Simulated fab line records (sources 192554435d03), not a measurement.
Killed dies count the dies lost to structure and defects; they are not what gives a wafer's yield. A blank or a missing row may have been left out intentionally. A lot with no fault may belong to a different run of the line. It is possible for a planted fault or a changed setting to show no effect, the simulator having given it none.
One fault through the eyes of 3 desks || flow n5Finfet || each desk holds nothing but its own numbers, with what lay behind them at the end
Where a reading is given only as a bound, like >300, the bound stands for it, and a mean or a difference that rests on one is marked > or <: the true number lies beyond.

== DESK OF THE TOOL OWNER: wetBench-03 ==
The tool's own readings at N5_WELL_APT_OXIDE_STRIP_42 (strips SiO2 in dHF, time 45 s, target depth 12 nm): means of the sampled wafers that have a number, for each lot that ran on this tool. The brackets show how far a lot's mean lies from the usual mean; more than 4 standard deviations puts the lot out of limits, marked OUT.
Columns: A = tempC at N5_WELL_APT_OXIDE_STRIP_42, usual 25.00 C
{"lot": "L975", "first seen here": "day 3 04:20", "A": 25.00}
{"lot": "L983", "first seen here": "day 5 03:52", "A": 24.87}
{"lot": "L984", "first seen here": "day 5 10:17", "A": 24.97}
This desk's verdict: no lot among the 3 shows anything out of limits.

== METROLOGY DESK ==
Means of the sampled wafers that have a number, per lot and without regard to the tool the lot ran on: this is what the gauges read. The brackets show how far a lot's mean lies from the usual mean; more than 4 standard deviations puts the lot out of limits, marked OUT. 7 of its 10 readings are shown, namely those furthest out on some lot.
Columns: A = DIBL_N at N5_BEOL_M4_RC_MEAS_101, usual 36.3 mV/V; B = IOFF_N at N5_BEOL_M4_RC_MEAS_101, usual 0.160 nA/um; C = IOFF_P at N5_BEOL_M4_RC_MEAS_101, usual 0.211 nA/um; D = ION_N at N5_BEOL_M4_RC_MEAS_101, usual 676 uA/um; E = ION_P at N5_BEOL_M4_RC_MEAS_101, usual 463 uA/um; F = VT_N at N5_BEOL_M4_RC_MEAS_101, usual 249.3 mV; G = VT_P at N5_BEOL_M4_RC_MEAS_101, usual -250.1 mV
{"lot": "L975", "first seen here": "day 9 12:46", "A": 37.7, "B": 0.137, "C": 0.211, "D": 665, "E": 459, "F": 252.8, "G": -250.6}
{"lot": "L983", "first seen here": "day 11 09:48", "A": 36.5, "B": 0.184, "C": 0.239, "D": 683, "E": 471, "F": 244.9, "G": -246.2}
{"lot": "L984", "first seen here": "day 11 20:56", "A": 38.0, "B": 0.171, "C": 0.255, "D": 674, "E": 469, "F": 247.8, "G": -246.2}
{"lot": "L982", "first seen here": "day 11 21:01", "A": 35.1, "B": 0.153, "C": 0.208, "D": 678, "E": 468, "F": 251.6, "G": -249.9}
This desk's verdict: no lot among the 4 shows anything out of limits.

== THE DEFECT DESK ==
For each lot, the counts of the inspections along the route, averaged over the sampled wafers that have a number. The brackets show how far a lot's mean lies from the usual mean; more than 4 standard deviations puts the lot out of limits, marked OUT.
Columns: A = rawDefectCount at N5_WELL_APT_INSPECT_38, usual 14; B = rawDefectCount at N5_PMOS_HMC_CHANNEL_EPI_INSPECT_11, usual 1.9
{"lot": "L975", "first seen here": "day 3 05:16", "A": 6, "B": 1.0}
{"lot": "L982", "first seen here": "day 4 22:31", "A": 11, "B": 2.0}
{"lot": "L983", "first seen here": "day 5 04:37", "A": "490 (+88) OUT", "B": ">101 (>+82) OUT"}
{"lot": "L984", "first seen here": "day 5 11:01", "A": "463 (+83) OUT", "B": ">101 (>+83) OUT"}
This desk finds L983, L984 out of limits, L983 being first, at day 5 04:37 (rawDefectCount at N5_WELL_APT_INSPECT_38). L975, L982 stayed within limits.

== PUT TOGETHER ==
The defect desk could have raised an alarm at day 5 04:37, on L983, L984.
The tool owner's desk saw nothing out of limits.
From the metrology desk's view, nothing was out of limits.
On record at the tool owner's desk: L983, L984, within its limits.
The metrology desk holds a record of L983, L984, inside its limits.
All the named lots went through N5_WELL_APT_OXIDE_STRIP_42 on wetBench-03.

== WHAT THE SIMULATOR PUT IN ==
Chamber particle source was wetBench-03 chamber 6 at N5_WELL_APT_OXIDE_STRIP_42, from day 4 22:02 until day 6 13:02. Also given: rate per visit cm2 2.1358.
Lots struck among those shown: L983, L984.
Hours from the fault's start to each desk's first reading out of limits: the defect desk, 7.
